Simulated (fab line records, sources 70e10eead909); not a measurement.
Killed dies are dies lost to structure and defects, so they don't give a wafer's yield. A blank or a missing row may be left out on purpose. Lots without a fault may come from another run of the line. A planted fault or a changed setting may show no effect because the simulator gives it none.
fab line records | flow nand_harc
record lots=24 wafers=72 last_day=33
route steps=1302 shown A_CONTACT@1039
lots that met no fault: from a run of the same line without faults
start_h: hours from the record's first day to the start of the lot's first wafer shown | wait_h: hours since the lot's step before | " the same as in the row above | L1.1+2: a row that stands for several wafers | - no value, or no start given | * or withheld: withheld | < > ~ a bound
route shown NAME@n: a module of which the file shows steps, and the number in the route of the first | usual: mean/standard deviation of fault-free wafers | same: alike in all rows | chamber/n: place in a boat | sites: the reading at each site | _std_site: their standard deviation | _edge_site: outer sites' mean less inner sites' | radius_mm: how far each site lies from the wafer's centre | mask NAME#n: copy n | behind: the tool/chamber that last shaped the wafer | hold: why the lot was held/for how many hours/how that ended | device: the transistor (n, p or np) that didn't switch | end of line: the same wafers' tests at the end of the route | a step without rows: its recipe alone | killed: dies lost to structure and defects at the first sort, not the wafer's yield | map: a wafer's dies, x killed, . not, _ none there
set.NAME: the setting as run; set.NAME@STEP: as run at that earlier step | model.NAME: the simulator's own value behind a step, which no gauge read
steps of the route over a sample of lots; a table a step, a row a wafer
services: from which hour (start_h, from the record's first day; less than 0 if before it) a tool's chamber was out of use, for how many hours, and why
## steps
# step NHARC_A_CONTACT_CD_MEAS_69
# recipe target_cd_nm=300 landing_energy_ev=500
# usual cd_nm=300.1/0.39
# columns lot.wafer tool chamber start_h wait_h cd_nm
L075.3 cd_sem-03 0 518.34 - 300.1
L075.4 " 0 " " 299.7
L075.5 " 0 " " 299.7
L074.1 cd_sem-03 0 518.86 - 299.7
L074.4 " 0 " " 300.1
L074.6 " 0 " " 299.5
L076.3 cd_sem-03 0 524.03 - 300.3
L076.5 " 0 " " 300.2
L076.6 " 0 " " 300.3
L077.2 cd_sem-01 0 547.64 - 299.3
L077.3 " 0 " " 299.7
L077.4 " 0 " " 299.8
L080.1 cd_sem-02 0 549.42 - 300.5
L080.5 " 0 " " 300.3
L080.6 " 0 " " 299.9
L078.3 cd_sem-02 0 560.19 - 299.9
L078.4 " 0 " " 299.8
L078.6 " 0 " " 299.1
L079.3 cd_sem-01 0 567.00 - 300.4
L079.4 " 0 " " 300.2
L079.5 " 0 " " 300.2
L081.2 cd_sem-02 0 570.35 - 299.6
L081.4 " 0 " " 300.0
L081.5 " 0 " " 300.4
L082.3 cd_sem-01 0 583.56 - 300.1
L082.4 " 0 " " 299.9
L082.6 " 0 " " 299.1
L083.1 cd_sem-02 0 584.54 - 300.6
L083.4 " 0 " " 300.8
L083.5 " 0 " " 300.4
L085.1 cd_sem-01 0 604.00 - 299.0
L085.3 " 0 " " 299.4
L085.4 " 0 " " 300.2
L084.2 cd_sem-03 0 607.98 - 299.7
L084.3 " 0 " " 300.1
L084.5 " 0 " " 299.9
L086.1 cd_sem-01 0 623.20 - 300.4
L086.3 " 0 " " 300.3
L086.4 " 0 " " 300.5
L088.2 cd_sem-02 0 638.73 - 300.1
L088.3 " 0 " " 300.3
L088.6 " 0 " " 300.2
L087.1 cd_sem-02 0 639.10 - 300.4
L087.2 " 0 " " 300.2
L087.4 " 0 " " 300.8
L089.2 cd_sem-02 0 646.19 - 300.8
L089.3 " 0 " " 300.2
L089.6 " 0 " " 300.1
L090.1 cd_sem-02 0 653.29 - 299.8
L090.3 " 0 " " 300.2
L090.5 " 0 " " 300.1
L091.1 cd_sem-03 0 689.60 - 299.9
L091.3 " 0 " " 300.4
L091.6 " 0 " " 300.1
L093.1 cd_sem-03 0 696.13 - 299.8
L093.4 " 0 " " 300.0
L093.5 " 0 " " 300.2
L092.1 cd_sem-03 0 698.71 - 300.8
L092.2 " 0 " " 299.6
L092.3 " 0 " " 299.5
L095.1 cd_sem-03 0 710.74 - 300.7
L095.3 " 0 " " 299.9
L095.5 " 0 " " 299.5
L094.1 cd_sem-01 0 716.06 - 300.5
L094.4 " 0 " " 300.2
L094.6 " 0 " " 300.0
L096.3 cd_sem-03 0 716.74 - 300.4
L096.4 " 0 " " 300.0
L096.5 " 0 " " 300.1
L097.1 cd_sem-03 0 736.44 - 300.0
L097.4 " 0 " " 299.8
L097.5 " 0 " " 299.6
# step NHARC_A_CONTACT_ETCH_124
# recipe source_w=withheld pressure_mtorr=20 bias_v=withheld time_s=140 target_depth_a=7000 ar_flow_sccm=withheld c4f8_flow_sccm=withheld o2_flow_sccm=withheld chemistry=C4F8/O2/Ar
# columns lot.wafer tool chamber start_h wait_h rf_hours_counter_h
L075.3 har_cap_etch-02 0 520.13 - -
L075.4 " 1 " " -
L075.5 " 0 " " -
L074.1 har_cap_etch-03 0 520.62 - 47
L074.4 " 1 " " -
L074.6 " 1 " " -
L076.3 har_cap_etch-01 1 525.83 - -
L076.6 " 1 " " -
L076.5 " 0 " " -
L077.2 har_cap_etch-02 1 549.37 - 95
L077.4 " 1 " " -
L077.3 " 0 " " -
L080.1 har_cap_etch-03 1 551.19 - 53
L080.5 " 0 " " -
L080.6 " 1 " " -
L078.3 har_cap_etch-03 0 561.97 - -
L078.4 " 1 " " -
L078.6 " 1 " " -
L079.3 har_cap_etch-03 1 568.86 - -
L079.4 " 0 " " -
L079.5 " 1 " " -
L081.2 har_cap_etch-02 0 572.50 - 100
L081.4 " 0 " " -
L081.5 " 1 " " -
L082.3 har_cap_etch-02 0 585.35 - -
L082.4 " 1 " " -
L082.6 " 1 " " -
L083.1 har_cap_etch-01 1 586.36 - 14
L083.4 " 0 " " -
L083.5 " 1 " " -
L085.1 har_cap_etch-02 0 605.73 - 108
L085.4 " 0 " " -
L085.3 " 1 " " -
L084.2 har_cap_etch-01 0 610.06 - 17
L084.3 " 1 " " -
L084.5 " 0 " " -
L086.1 har_cap_etch-03 1 624.97 - 68
L086.4 " 0 " " -
L086.3 " 1 " " -
L088.2 har_cap_etch-01 0 640.47 - 23
L088.3 " 0 " " -
L088.6 " 0 " " -
L087.1 har_cap_etch-03 1 640.85 - 71
L087.2 " 0 " " 71
L087.4 " 1 " " -
L089.2 har_cap_etch-01 0 647.96 - 24
L089.3 " 1 " " -
L089.6 " 1 " " -
L090.1 har_cap_etch-01 0 655.01 - 26
L090.3 " 0 " " -
L090.5 " 1 " " -
L091.1 har_cap_etch-01 0 691.33 - 30
L091.3 " 1 " " -
L091.6 " 0 " " -
L093.1 har_cap_etch-03 1 697.86 - 77
L093.4 " 1 " " -
L093.5 " 0 " " -
L092.1 har_cap_etch-02 1 700.43 - 123
L092.2 " 0 " " 123
L092.3 " 0 " " -
L095.1 har_cap_etch-01 1 713.79 - 36
L095.3 " 0 " " -
L095.5 " 1 " " -
L094.1 har_cap_etch-03 0 717.79 - 83
L094.4 " 0 " " -
L094.6 " 0 " " -
L096.4 har_cap_etch-02 1 718.55 - -
L096.3 " 0 " " -
L096.5 " 0 " " -
L097.1 har_cap_etch-02 0 740.98 - 133
L097.4 " 0 " " -
L097.5 " 1 " " -
# step NHARC_A_CONTACT_ETCH_126
# recipe source_w=withheld pressure_mtorr=20 bias_v=3000 time_s=197 target_depth_a=19180 ar_flow_sccm=withheld c4f8_flow_sccm=withheld o2_flow_sccm=withheld chemistry=C4F8/O2/Ar
# columns lot.wafer tool chamber start_h wait_h rf_hours_counter_h
L075.3 har_cap_etch-02 0 520.50 0.1 -
L075.4 " 1 " " -
L075.5 " 0 " " -
L074.1 har_cap_etch-03 0 521.00 0.1 48
L074.4 " 1 " " -
L074.6 " 1 " " -
L076.3 har_cap_etch-01 1 526.20 0.1 -
L076.6 " 1 " " -
L076.5 " 0 " " -
L077.2 har_cap_etch-02 1 549.96 0.2 95
L077.4 " 1 " " -
L077.3 " 0 " " -
L080.1 har_cap_etch-03 1 551.57 0.1 53
L080.5 " 0 " " -
L080.6 " 1 " " -
L078.3 har_cap_etch-03 0 562.34 0.1 -
L078.4 " 1 " " -
L078.6 " 1 " " -
L079.3 har_cap_etch-03 1 569.22 0.1 -
L079.4 " 0 " " -
L079.5 " 1 " " -
L081.2 har_cap_etch-02 0 572.88 0.1 101
L081.4 " 0 " " -
L081.5 " 1 " " -
L082.3 har_cap_etch-02 0 585.72 0.1 -
L082.4 " 1 " " -
L082.6 " 1 " " -
L083.1 har_cap_etch-01 1 586.86 0.2 14
L083.4 " 0 " " -
L083.5 " 1 " " -
L085.1 har_cap_etch-02 0 606.11 0.1 108
L085.4 " 0 " " -
L085.3 " 1 " " -
L084.2 har_cap_etch-01 0 610.44 0.1 17
L084.3 " 1 " " -
L084.5 " 0 " " -
L086.1 har_cap_etch-03 1 625.34 0.1 68
L086.4 " 0 " " -
L086.3 " 1 " " -
L088.2 har_cap_etch-01 0 640.84 0.1 23
L088.3 " 0 " " -
L088.6 " 0 " " -
L087.1 har_cap_etch-03 1 641.23 0.1 71
L087.2 " 0 " " 71
L087.4 " 1 " " -
L089.2 har_cap_etch-01 0 648.33 0.1 25
L089.3 " 1 " " -
L089.6 " 1 " " -
L090.1 har_cap_etch-01 0 655.39 0.1 26
L090.3 " 0 " " -
L090.5 " 1 " " -
L091.1 har_cap_etch-01 0 691.71 0.1 30
L091.3 " 1 " " -
L091.6 " 0 " " -
L093.1 har_cap_etch-03 1 698.23 0.1 78
L093.4 " 1 " " -
L093.5 " 0 " " -
L092.1 har_cap_etch-02 1 700.81 0.1 124
L092.2 " 0 " " 124
L092.3 " 0 " " -
L095.1 har_cap_etch-01 1 714.16 0.1 36
L095.3 " 0 " " -
L095.5 " 1 " " -
L094.1 har_cap_etch-03 0 718.16 0.1 83
L094.4 " 0 " " -
L094.6 " 0 " " -
L096.4 har_cap_etch-02 1 718.92 0.1 -
L096.3 " 0 " " -
L096.5 " 0 " " -
L097.1 har_cap_etch-02 0 741.35 0.1 133
L097.4 " 0 " " -
L097.5 " 1 " " -
# step NHARC_A_CONTACT_ETCH_127
# recipe source_w=withheld pressure_mtorr=20 bias_v=3000 time_s=197 target_depth_a=19180 ar_flow_sccm=withheld c4f8_flow_sccm=withheld o2_flow_sccm=withheld chemistry=C4F8/O2/Ar
# columns lot.wafer tool chamber start_h wait_h rf_hours_counter_h
L075.3 har_cap_etch-02 0 520.67 0.1 -
L075.4 " 1 " " -
L075.5 " 0 " " -
L074.1 har_cap_etch-03 0 521.17 0.1 48
L074.4 " 1 " " -
L074.6 " 1 " " -
L076.3 har_cap_etch-01 1 526.38 0.1 -
L076.6 " 1 " " -
L076.5 " 0 " " -
L077.2 har_cap_etch-02 1 550.19 0.2 95
L077.4 " 1 " " -
L077.3 " 0 " " -
L080.1 har_cap_etch-03 1 551.74 0.1 53
L080.5 " 0 " " -
L080.6 " 1 " " -
L078.3 har_cap_etch-03 0 562.51 0.1 -
L078.4 " 1 " " -
L078.6 " 1 " " -
L079.3 har_cap_etch-03 1 569.40 0.1 -
L079.4 " 0 " " -
L079.5 " 1 " " -
L081.2 har_cap_etch-02 0 573.05 0.1 101
L081.4 " 0 " " -
L081.5 " 1 " " -
L082.3 har_cap_etch-02 0 585.89 0.1 -
L082.4 " 1 " " -
L082.6 " 1 " " -
L083.1 har_cap_etch-01 1 587.10 0.2 14
L083.4 " 0 " " -
L083.5 " 1 " " -
L085.1 har_cap_etch-02 0 606.29 0.1 108
L085.4 " 0 " " -
L085.3 " 1 " " -
L084.2 har_cap_etch-01 0 610.61 0.1 18
L084.3 " 1 " " -
L084.5 " 0 " " -
L086.1 har_cap_etch-03 1 625.52 0.1 68
L086.4 " 0 " " -
L086.3 " 1 " " -
L088.2 har_cap_etch-01 0 641.02 0.1 23
L088.3 " 0 " " -
L088.6 " 0 " " -
L087.1 har_cap_etch-03 1 641.41 0.1 71
L087.2 " 0 " " 71
L087.4 " 1 " " -
L089.2 har_cap_etch-01 0 648.51 0.1 25
L089.3 " 1 " " -
L089.6 " 1 " " -
L090.1 har_cap_etch-01 0 655.56 0.1 27
L090.3 " 0 " " -
L090.5 " 1 " " -
L091.1 har_cap_etch-01 0 691.88 0.1 31
L091.3 " 1 " " -
L091.6 " 0 " " -
L093.1 har_cap_etch-03 1 698.41 0.1 78
L093.4 " 1 " " -
L093.5 " 0 " " -
L092.1 har_cap_etch-02 1 700.99 0.1 124
L092.2 " 0 " " 124
L092.3 " 0 " " -
L095.1 har_cap_etch-01 1 714.34 0.1 36
L095.3 " 0 " " -
L095.5 " 1 " " -
L094.1 har_cap_etch-03 0 718.34 0.1 83
L094.4 " 0 " " -
L094.6 " 0 " " -
L096.4 har_cap_etch-02 1 719.10 0.1 -
L096.3 " 0 " " -
L096.5 " 0 " " -
L097.1 har_cap_etch-02 0 741.53 0.1 133
L097.4 " 0 " " -
L097.5 " 1 " " -
# step NHARC_A_CONTACT_DEP_84
# recipe target_thk_a=28000 temp_c=400 material=aC
# usual throttle_valve_pct=35.001/0.0092
# columns lot.wafer tool chamber start_h wait_h throttle_valve_pct
L075.3 acl_dep-03 0 524.22 - 34.989
L075.4 " 0 " " 35.016
L075.5 " 0 " " 34.997
L074.1 acl_dep-02 0 524.29 - 35.002
L074.4 " 0 " " 35.022
L074.6 " 0 " " 35.009
L076.3 acl_dep-01 0 529.91 - 34.994
L076.5 " 0 " " 34.999
L076.6 " 0 " " 34.992
L077.2 acl_dep-03 0 561.20 - 34.984
L077.3 " 0 " " 35.001
L077.4 " 0 " " 34.995
L080.1 acl_dep-02 0 561.35 - 34.990
L080.5 " 0 562.48 - 35.009
L080.6 " 0 " " 35.003
L078.3 acl_dep-03 0 570.18 - 35.011
L078.4 " 0 " " 35.000
L078.6 " 0 " " 35.004
L079.3 acl_dep-01 0 574.16 - 35.004
L079.4 " 0 " " 35.000
L079.5 " 0 " " 35.005
L081.2 acl_dep-01 0 576.42 - 34.986
L081.4 " 0 " " 35.002
L081.5 " 0 " " 35.008
L083.1 acl_dep-03 0 593.17 - 35.003
L083.4 " 0 " " 35.003
L083.5 " 0 " " 34.994
L082.3 acl_dep-01 0 593.70 - 34.982
L082.4 " 0 " " 35.015
L082.6 " 0 " " 35.000
L085.1 acl_dep-01 0 609.31 - 34.980
L085.3 " 0 " " 35.003
L085.4 " 0 " " 35.000
L084.2 acl_dep-03 0 615.28 - 34.987
L084.3 " 0 " " 35.011
L084.5 " 0 " " 34.998
L086.1 acl_dep-02 0 628.53 - 34.999
L086.3 " 0 " " 34.985
L086.4 " 0 " " 35.004
L088.2 acl_dep-01 0 646.69 - 35.004
L088.3 " 0 " " 35.003
L088.6 " 0 " " 35.008
L087.1 acl_dep-03 0 647.34 - 34.994
L087.2 " 0 " " 35.014
L087.4 " 0 " " 35.000
L089.2 acl_dep-01 0 652.83 - 34.993
L089.3 " 0 " " 35.008
L089.6 " 0 " " 34.998
L090.1 acl_dep-01 0 659.22 - 35.002
L090.3 " 0 " " 35.008
L090.5 " 0 " " 35.018
L091.1 acl_dep-02 0 698.09 - 34.999
L091.3 " 0 " " 35.010
L091.6 " 0 " " 35.009
L093.1 acl_dep-03 0 703.95 - 34.993
L093.4 " 0 " " 34.996
L093.5 " 0 " " 35.012
L092.1 acl_dep-02 0 705.47 - 35.003
L092.2 " 0 " " 34.995
L092.3 " 0 " " 35.007
L095.1 acl_dep-01 0 717.32 - 34.988
L095.3 " 0 " " 35.001
L095.5 " 0 " " 34.990
L094.1 acl_dep-02 0 722.11 - 35.014
L094.4 " 0 " " 34.998
L094.6 " 0 " " 34.993
L096.3 acl_dep-01 0 723.30 - 35.003
L096.4 " 0 " " 35.001
L096.5 " 0 " " 34.989
L097.1 acl_dep-01 0 744.90 - 35.019
L097.4 " 0 " " 35.005
L097.5 " 0 " " 35.000
# step NHARC_A_CONTACT_CD_MEAS_15
# usual cd_nm=190.1/0.59
# columns lot.wafer tool chamber start_h wait_h cd_nm
L075.3 cd_sem-03 - 529.67 - 189.8
L075.4 " - " " 189.6
L075.5 " - " " 189.5
L074.1 cd_sem-03 - 530.16 - 189.2
L074.4 " - " " 189.9
L074.6 " - " " 189.3
L076.3 cd_sem-01 - 535.73 - 190.1
L076.5 " - " " 189.1
L076.6 " - " " 189.3
L080.1 cd_sem-02 - 567.38 - 191.1
L080.5 " - " " 190.9
L080.6 " - " " 190.6
L077.2 cd_sem-01 - 567.49 0.1 190.5
L077.3 " - " " 190.7
L077.4 " - " " 190.9
L078.3 cd_sem-03 - 576.23 - 190.2
L078.4 " - " " 190.4
L078.6 " - " " 189.8
L079.3 cd_sem-02 - 580.08 - 189.5
L079.4 " - " " 190.1
L079.5 " - " " 189.6
L081.2 cd_sem-03 - 582.28 - 189.8
L081.4 " - " " 190.8
L081.5 " - " " 191.2
L082.3 cd_sem-03 - 599.22 - 190.7
L082.4 " - " " 190.4
L082.6 " - " " 190.9
L083.1 cd_sem-03 - 600.07 - 189.4
L083.4 " - " " 189.3
L083.5 " - " " 189.6
L085.1 cd_sem-03 - 615.21 - 189.7
L085.3 " - " " 190.3
L085.4 " - " " 189.8
L084.2 cd_sem-03 - 620.72 - 189.8
L084.3 " - " " 189.9
L084.5 " - " " 189.4
L086.1 cd_sem-01 - 634.54 - 190.6
L086.3 " - " " 190.4
L086.4 " - " " 190.3
L088.2 cd_sem-01 - 652.19 - 189.3
L088.3 " - " " 189.8
L088.6 " - " " 189.4
L087.1 cd_sem-03 - 653.23 - 190.4
L087.2 " - " " 190.7
L087.4 " - " " 190.4
L089.2 cd_sem-03 - 658.44 - 190.6
L089.3 " - " " 190.5
L089.6 " - " " 190.4
L090.1 cd_sem-02 - 665.06 - 189.9
L090.3 " - " " 190.2
L090.5 " - " " 190.0
L091.1 cd_sem-03 - 704.00 - 189.1
L091.3 " - " " 189.6
L091.6 " - " " 190.1
L093.1 cd_sem-03 - 713.23 - 190.0
L093.4 " - " " 191.3
L093.5 " - " " 190.6
L092.1 cd_sem-01 - 714.30 - 189.4
L092.2 " - " " 189.6
L092.3 " - " " 189.7
L095.1 cd_sem-01 - 723.74 - 189.9
L095.3 " - " " 189.6
L095.5 " - " " 189.7
L094.1 cd_sem-01 - 728.01 - 191.0
L094.4 " - " " 190.5
L094.6 " - " " 190.7
L096.3 cd_sem-02 - 731.41 - 190.2
L096.4 " - " " 190.1
L096.5 " - " " 190.1
L097.1 cd_sem-02 - 750.75 - 190.6
L097.4 " - " " 189.6
L097.5 " - " " 191.0
## services
# columns tool chamber start_h hours kind
har_cap_etch-01 - 497.00 17.0 pm
har_cap_etch-01 0 497.00 17.0 vent_cycle
har_cap_etch-01 1 497.00 17.0 vent_cycle
har_cap_etch-01 0 514.00 - clean
har_cap_etch-01 0 514.00 - consumable_replace:focus_ring
har_cap_etch-01 1 514.00 - clean
har_cap_etch-01 1 514.00 - consumable_replace:focus_ring
har_cap_etch-02 - 516.00 0.9 repair
acl_dep-01 - 548.71 13.0 pm
acl_dep-02 - 610.68 13.0 pm
acl_dep-03 - 665.89 13.0 pm
har_cap_etch-03 - 725.51 1.7 repair
acl_dep-01 - 730.06 13.0 pm
## key
fault none
